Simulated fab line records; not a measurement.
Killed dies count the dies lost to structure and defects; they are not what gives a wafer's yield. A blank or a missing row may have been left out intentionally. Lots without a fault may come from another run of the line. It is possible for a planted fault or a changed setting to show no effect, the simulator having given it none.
A struck lot beside a sound one	flow nand-harc	13 steps out of a route of 1302
Sound: the wafers L977.3, L977.4, L977.6. Struck: wafer L982.2 (left out: L982.5, a lot-mate that was not struck); the cause follows at the end.
Order at every step that has rows: each side's tool, ch and its chambers, its first start. Under that, the readings that differ: sound wafers	struck wafers	difference of the means	sigmas: that difference in standard deviations of wafers without a fault.
alike: words and numbers the same on both sides, and readings whose means are apart by under 2 such deviations; not compared: readings that were withheld, readings missing a value for some wafer, numbers with overlapping values and no deviation given by the record, and bounds like >300 which may hide the same value.
The two part at a step that has a row with sigmas, a row that says differs or no value, or rows on one side only. Non-overlapping numbers with no deviation appear without sigmas and do not part them. Lack of a reading on every wafer of one side parts them only where that side has two or more wafers.

NHARC_A_SLIT_CD_MEAS_21:
  struck on cd-sem-03, day 23 17:28; sound on cd-sem-02, day 21 08:47
reading	sound	struck	difference	sigmas
cd-nm (nm)	287.8 288.6 288.9	290.7	+2.3	+2
then, 3 steps without rows for these wafers: NHARC_A_SIN_REMOVE_WET_00 (chemistry H3PO4, time 15300 s); NHARC_A_SIN_REMOVE_PRECLEAN_01 (cleans in SC1); NHARC_A_SIN_REMOVE_SRD_02.
NHARC_A_SIN_REMOVE_INSPECT_04:
  struck on defect-inspect-02, day 24 00:03; sound on defect-inspect-01, day 21 15:29
reading	sound	struck	difference	sigmas
raw-defect-count	324 394 363	557	+197	+3
then, 1 step without rows for these wafers: NHARC_A_WL_FILL_ALD_00 (deposits Al2O3, target thk 3 nm, pulse time 3 s, ald cycles 30).
NHARC_A_WL_FILL_RTA_01: time 5 s.
  sound on rtp-anneal-02 ch 0, day 21 17:19; struck on rtp-anneal-02 ch 0, day 24 00:24
  alike: lamp-power-pct, wafer_temp_C_max
NHARC_A_WL_FILL_ALD_02: deposits TiN, target thk 2 nm, pulse time 3 s, ald cycles 100.
  sound on ald-metal-04 ch 1,2, day 21 17:28; struck on ald-metal-02 ch 2, day 24 00:37
  alike: heater-power-w, precursor-pulse-height-rel
NHARC_A_WL_FILL_CVD_03: deposits W, target thk 40 nm, time 279 s.
  sound on cvd-w-01 ch 0,1, day 21 18:01; struck on cvd-w-02 ch 0, day 24 01:04
  alike: heater-power-w, throttle-valve-pct
NHARC_A_WL_FILL_ETCHBACK_04: etches the open film in NF3, target depth 60 nm, time 120 s.
  sound on rie-metal-02 ch 0,1, day 21 18:20; struck on rie-metal-02 ch 1, day 24 01:27
reading	sound	struck	difference	sigmas
rf-hours-counter-h (h)	- - -	1.4	no value on the sound wafers	
  alike: drypump-motor-current-A, oes-product-au
NHARC_A_WL_FILL_ETCHBACK_05: etches the open film in Cl2/BCl3, target depth 22 nm, time 60 s.
  sound on rie-metal-02 ch 0,1, day 21 18:32; struck on rie-metal-02 ch 1, day 24 01:40
reading	sound	struck	difference	sigmas
oes-product-au (a.u.)	0.998 0.995 1.001	1.344	+0.346	+37
rf-hours-counter-h (h)	- - -	1.5	no value on the sound wafers	
  alike: drypump-motor-current-A
NHARC_A_WL_FILL_STRIP_27: strips in N2/H2, time 20 s.
  sound on plasma-asher-02 ch 0,1, day 21 18:43; struck on plasma-asher-01 ch 0, day 24 01:48
reading	sound	struck	difference	sigmas
drypump-motor-current-A (A)	6.2 6.0 6.0	5.1	-1.0	-2
rf-hours-counter-h (h)	- - -	29	no value on the sound wafers	
  alike: heater-power-w
then, 1 step without rows for these wafers: NHARC_END_SORT_01.

WHERE THEY PART
First at NHARC_A_SLIT_CD_MEAS_21; last, within this record, at NHARC_A_WL_FILL_STRIP_27.

WHY: what had been put in by the simulator
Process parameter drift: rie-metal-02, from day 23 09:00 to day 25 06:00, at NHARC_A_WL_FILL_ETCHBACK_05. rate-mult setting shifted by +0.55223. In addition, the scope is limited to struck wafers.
